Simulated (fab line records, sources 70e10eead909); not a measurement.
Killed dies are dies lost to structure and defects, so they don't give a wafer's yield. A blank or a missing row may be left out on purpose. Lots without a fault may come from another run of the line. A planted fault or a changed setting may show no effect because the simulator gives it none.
Which tool did it? | flow nand_harc | 24 lots, 72 wafers sampled, at 4 steps of a route of 1159

WHAT THE GAUGES READ, wafer by wafer
NHARC_A_CONTACT_INSPECT_71.
lot  | measured     | on                | raw_defect_count
L074 | day 16 16:20 | defect_inspect-01 | 19 12 17
L075 | day 16 16:31 | defect_inspect-01 | 25 26 30
L077 | day 16 23:43 | defect_inspect-02 | 22 20 24
L076 | day 16 23:12 | defect_inspect-02 | 18 23 19
L078 | day 17 02:57 | defect_inspect-01 | 25 20 17
L080 | day 17 23:09 | defect_inspect-01 | 13 24 23
L079 | day 18 01:36 | defect_inspect-02 | 17 15 14
L081 | day 18 11:04 | defect_inspect-01 | 31 40 19
L082 | day 18 12:31 | defect_inspect-01 | 20 32 23
L085 | day 19 02:59 | defect_inspect-01 | 37 27 20
L084 | day 19 04:31 | defect_inspect-02 | 33 18 22
L083 | day 19 11:41 | defect_inspect-01 | 27 22 23
L087 | day 19 18:37 | defect_inspect-02 | 40 55 47
L088 | day 19 20:58 | defect_inspect-02 | 42 41 44
L086 | day 19 22:53 | defect_inspect-01 | 20 27 28
L089 | day 20 08:25 | defect_inspect-01 | 8 6 10
L090 | day 20 13:10 | defect_inspect-01 | 35 32 23
L092 | day 21 03:34 | defect_inspect-01 | 37 39 20
L091 | day 21 03:23 | defect_inspect-02 | 28 39 29
L093 | day 21 09:29 | defect_inspect-02 | 47 49 39
L094 | day 21 21:06 | defect_inspect-02 | 19 14 16
L096 | day 22 01:47 | defect_inspect-02 | 19 18 15
L095 | day 22 06:47 | defect_inspect-01 | 41 32 31
L097 | day 23 05:40 | defect_inspect-02 | 45 42 51

WHICH TOOL RAN EACH LOT (tool, then ch and the chambers of the sampled wafers, then the start)
lot  | NHARC_A_CONTACT_ETCH_50                       | NHARC_A_CONTACT_ETCH_112             | NHARC_A_CONTACT_DEP_57
L074 | rie_diel-09 ch 0,3, day 16 10:45 or earlier   | har_cap_etch-01 ch 0,1, day 16 10:45 | acl_dep-01 ch 0, day 16 13:36
L075 | rie_diel-07 ch 1,2, day 16 10:41 or earlier   | har_cap_etch-02 ch 0,1, day 16 10:41 | acl_dep-02 ch 0, day 16 13:49
L077 | rie_diel-09 ch 0,1,3, day 16 15:16 or earlier | har_cap_etch-01 ch 0,1, day 16 15:16 | acl_dep-03 ch 0, day 16 21:30
L076 | rie_diel-02 ch 1,3, day 16 15:29 or earlier   | har_cap_etch-03 ch 0,1, day 16 15:29 | acl_dep-01 ch 0, day 16 20:43
L078 | rie_diel-02 ch 1,2,3, day 16 19:48 or earlier | har_cap_etch-02 ch 0,1, day 16 19:48 | acl_dep-02 ch 0, day 17 00:28
L080 | rie_diel-07 ch 0,1,3, day 17 17:48 or earlier | har_cap_etch-03 ch 0,1, day 17 17:48 | acl_dep-01 ch 0, day 17 20:50
L079 | rie_diel-09 ch 2,3, day 17 20:10 or earlier   | har_cap_etch-02 ch 0,1, day 17 20:10 | acl_dep-01 ch 0, day 17 23:18
L081 | rie_diel-09 ch 0,3, day 18 05:46 or earlier   | har_cap_etch-02 ch 0,1, day 18 05:46 | acl_dep-01 ch 0, day 18 08:30
L082 | rie_diel-02 ch 0,3, day 18 06:50 or earlier   | har_cap_etch-01 ch 0,1, day 18 06:50 | acl_dep-03 ch 0, day 18 10:20
L085 | rie_diel-02 ch 0,2, day 18 21:20 or earlier   | har_cap_etch-01 ch 0, day 18 21:20   | acl_dep-03 ch 0, day 19 00:24
L084 | rie_diel-09 ch 0,1,3, day 18 22:45 or earlier | har_cap_etch-02 ch 0,1, day 18 22:45 | acl_dep-02 ch 0, day 19 02:03
L083 | rie_diel-02 ch 0,1,2, day 19 05:29 or earlier | har_cap_etch-01 ch 0,1, day 19 05:29 | acl_dep-02 ch 0, day 19 09:05
L087 | rie_diel-09 ch 1,2, day 19 12:05 or earlier   | har_cap_etch-01 ch 0,1, day 19 12:05 | acl_dep-01 ch 0, day 19 16:44
L088 | rie_diel-07 ch 0,2, day 19 15:33 or earlier   | har_cap_etch-01 ch 0,1, day 19 15:33 | acl_dep-01 ch 0, day 19 18:21
L086 | rie_diel-09 ch 1,3, day 19 16:58 or earlier   | har_cap_etch-03 ch 0,1, day 19 16:58 | acl_dep-02 ch 0, day 19 20:17
L089 | rie_diel-02 ch 0,1,2, day 20 02:40 or earlier | har_cap_etch-02 ch 0,1, day 20 02:40 | acl_dep-01 ch 0, day 20 06:24
L090 | rie_diel-09 ch 0,2, day 20 06:59 or earlier   | har_cap_etch-02 ch 0,1, day 20 06:59 | acl_dep-02 ch 0, day 20 10:35
L092 | rie_diel-02 ch 0,1,2, day 20 19:36 or earlier | har_cap_etch-01 ch 0,1, day 20 19:36 | acl_dep-02 ch 0, day 21 00:47
L091 | rie_diel-09 ch 0,1,3, day 20 20:13 or earlier | har_cap_etch-03 ch 0,1, day 20 20:13 | acl_dep-03 ch 0, day 21 00:47
L093 | rie_diel-07 ch 0,2,3, day 21 02:01 or earlier | har_cap_etch-01 ch 0,1, day 21 02:01 | acl_dep-01 ch 0, day 21 07:11
L094 | rie_diel-02 ch 0,3, day 21 13:14 or earlier   | har_cap_etch-01 ch 0,1, day 21 13:14 | acl_dep-03 ch 0, day 21 18:33
L096 | rie_diel-09 ch 0,2,3, day 21 18:55 or earlier | har_cap_etch-02 ch 0,1, day 21 18:55 | acl_dep-02 ch 0, day 21 23:13
L095 | rie_diel-09 ch 0,2,3, day 22 01:16 or earlier | har_cap_etch-03 ch 0,1, day 22 01:16 | acl_dep-01 ch 0, day 22 04:05
L097 | rie_diel-02 ch 0,1,2, day 22 22:20 or earlier | har_cap_etch-01 ch 0,1, day 22 22:20 | acl_dep-03 ch 0, day 23 03:27
- NHARC_A_CONTACT_ETCH_50: etches the open film in CF4/CHF3, target depth 84.7 nm, time 42.4 s.
- NHARC_A_CONTACT_ETCH_112: etches the open film in C4F8/O2/Ar, time 94 s, target depth 922 nm.
- NHARC_A_CONTACT_DEP_57: deposits aC, target thk 2800 nm.

WHAT THE TOOLS THEMSELVES READ (means of the sampled wafers that have a number; where no wafer has one, the mark that the record gives instead)
NHARC_A_CONTACT_ETCH_50.
lot  | tool        | drypump_motor_current_A (A) | oes_product_au (a.u.) | rf_fwd_power_W (W) | rf_vpp_V (V) | showerhead_plenum_p_Torr (Torr) | throttle_valve_pct (%)
L074 | rie_diel-09 | 5.3                         | 0.965                 | 496.8              | 371.3        | 1.57                            | 16.798
L075 | rie_diel-07 | 5.6                         | 0.928                 | 495.0              | 371.2        | 1.59                            | 16.810
L077 | rie_diel-09 | 5.6                         | 0.968                 | 496.2              | 372.8        | 1.61                            | 16.800
L076 | rie_diel-02 | 6.1                         | 0.967                 | 494.4              | 374.4        | 1.68                            | 16.808
L078 | rie_diel-02 | 6.2                         | 0.972                 | 494.2              | 372.2        | 1.64                            | 16.800
L080 | rie_diel-07 | 5.7                         | 0.926                 | 494.9              | 371.3        | 1.60                            | 16.793
L079 | rie_diel-09 | 5.4                         | 0.976                 | 493.2              | 372.9        | 1.64                            | 16.804
L081 | rie_diel-09 | 5.4                         | 0.964                 | 496.2              | 369.7        | 1.56                            | 16.808
L082 | rie_diel-02 | 5.8                         | 0.913                 | 496.2              | 375.7        | 1.70                            | 16.799
L085 | rie_diel-02 | 6.1                         | 0.931                 | 494.2              | 372.6        | 1.62                            | 16.800
L084 | rie_diel-09 | 5.6                         | 0.983                 | 498.3              | 371.9        | 1.60                            | 16.801
L083 | rie_diel-02 | 6.2                         | 0.914                 | 494.4              | 373.3        | 1.63                            | 16.793
L087 | rie_diel-09 | 6.0                         | 0.967                 | 492.4              | 373.8        | 1.66                            | 16.796
L088 | rie_diel-07 | 6.1                         | 0.961                 | 495.7              | 373.6        | 1.65                            | 16.809
L086 | rie_diel-09 | 5.5                         | 0.945                 | 496.2              | 372.4        | 1.64                            | 16.806
L089 | rie_diel-02 | 6.2                         | 0.922                 | 494.5              | 373.1        | 1.63                            | 16.805
L090 | rie_diel-09 | 5.6                         | 0.963                 | 494.3              | 370.7        | 1.58                            | 16.794
L092 | rie_diel-02 | 6.2                         | 0.917                 | 495.3              | 371.6        | 1.63                            | 16.799
L091 | rie_diel-09 | 5.6                         | 0.963                 | 496.3              | 372.2        | 1.60                            | 16.800
L093 | rie_diel-07 | 5.9                         | 0.967                 | 494.6              | 373.5        | 1.64                            | 16.794
L094 | rie_diel-02 | 5.8                         | 0.920                 | 494.2              | 374.1        | 1.68                            | 16.802
L096 | rie_diel-09 | 5.5                         | 0.956                 | 495.1              | 372.2        | 1.61                            | 16.806
L095 | rie_diel-09 | 5.5                         | 0.974                 | 493.1              | 372.7        | 1.61                            | 16.802
L097 | rie_diel-02 | 6.2                         | 0.962                 | 494.5              | 372.4        | 1.63                            | 16.811

NHARC_A_CONTACT_ETCH_112.
lot  | tool            | oes_air_line_au (a.u.)
L074 | har_cap_etch-01 | 1.027
L075 | har_cap_etch-02 | 1.023
L077 | har_cap_etch-01 | 0.997
L076 | har_cap_etch-03 | 1.001
L078 | har_cap_etch-02 | 0.999
L080 | har_cap_etch-03 | 0.983
L079 | har_cap_etch-02 | 0.998
L081 | har_cap_etch-02 | 0.996
L082 | har_cap_etch-01 | 1.001
L085 | har_cap_etch-01 | 0.988
L084 | har_cap_etch-02 | 1.006
L083 | har_cap_etch-01 | 1.000
L087 | har_cap_etch-01 | 1.005
L088 | har_cap_etch-01 | 1.001
L086 | har_cap_etch-03 | 0.980
L089 | har_cap_etch-02 | 0.996
L090 | har_cap_etch-02 | 1.008
L092 | har_cap_etch-01 | 1.002
L091 | har_cap_etch-03 | 1.012
L093 | har_cap_etch-01 | 0.998
L094 | har_cap_etch-01 | 1.002
L096 | har_cap_etch-02 | 1.012
L095 | har_cap_etch-03 | 1.017
L097 | har_cap_etch-01 | 0.991

NHARC_A_CONTACT_DEP_57.
lot  | tool       | throttle_valve_pct (%)
L074 | acl_dep-01 | 34.997
L075 | acl_dep-02 | 35.009
L077 | acl_dep-03 | 34.997
L076 | acl_dep-01 | 34.994
L078 | acl_dep-02 | 35.000
L080 | acl_dep-01 | 35.001
L079 | acl_dep-01 | 35.000
L081 | acl_dep-01 | 35.005
L082 | acl_dep-03 | 34.999
L085 | acl_dep-03 | 34.994
L084 | acl_dep-02 | 35.003
L083 | acl_dep-02 | 34.999
L087 | acl_dep-01 | 35.003
L088 | acl_dep-01 | 35.000
L086 | acl_dep-02 | 35.001
L089 | acl_dep-01 | 35.002
L090 | acl_dep-02 | 34.985
L092 | acl_dep-02 | 35.004
L091 | acl_dep-03 | 34.994
L093 | acl_dep-01 | 35.003
L094 | acl_dep-03 | 34.991
L096 | acl_dep-02 | 35.004
L095 | acl_dep-01 | 35.012
L097 | acl_dep-03 | 34.994

THE ANSWER, worked out from the rows above alone
Rule: what is usual is taken from the lots themselves. Put in order of their means at a reading, lots are off if they are a third of the lots or fewer, leave a main group of 4 or more, and stand apart from it by a gap of 3 or more times the standard deviation of the main group's means; of several such gaps the widest counts. A main group whose means are all the same, to the digits that the tables above print for the reading, isn't used. A lot without any number at a reading at which 4 lots or more have one is off too. The other lots that the step has rows for count as sound. The gauges are gone through in route order, then the tools' own readings, and for those a lot's mean is taken as printed above. The first step at which some lot is off is used, and at that step the reading that is off furthest; a lot without a number counts as furthest.
No lot is off at any reading shown: from this, nothing can be told.

WHAT THE SIMULATOR HAD PUT IN
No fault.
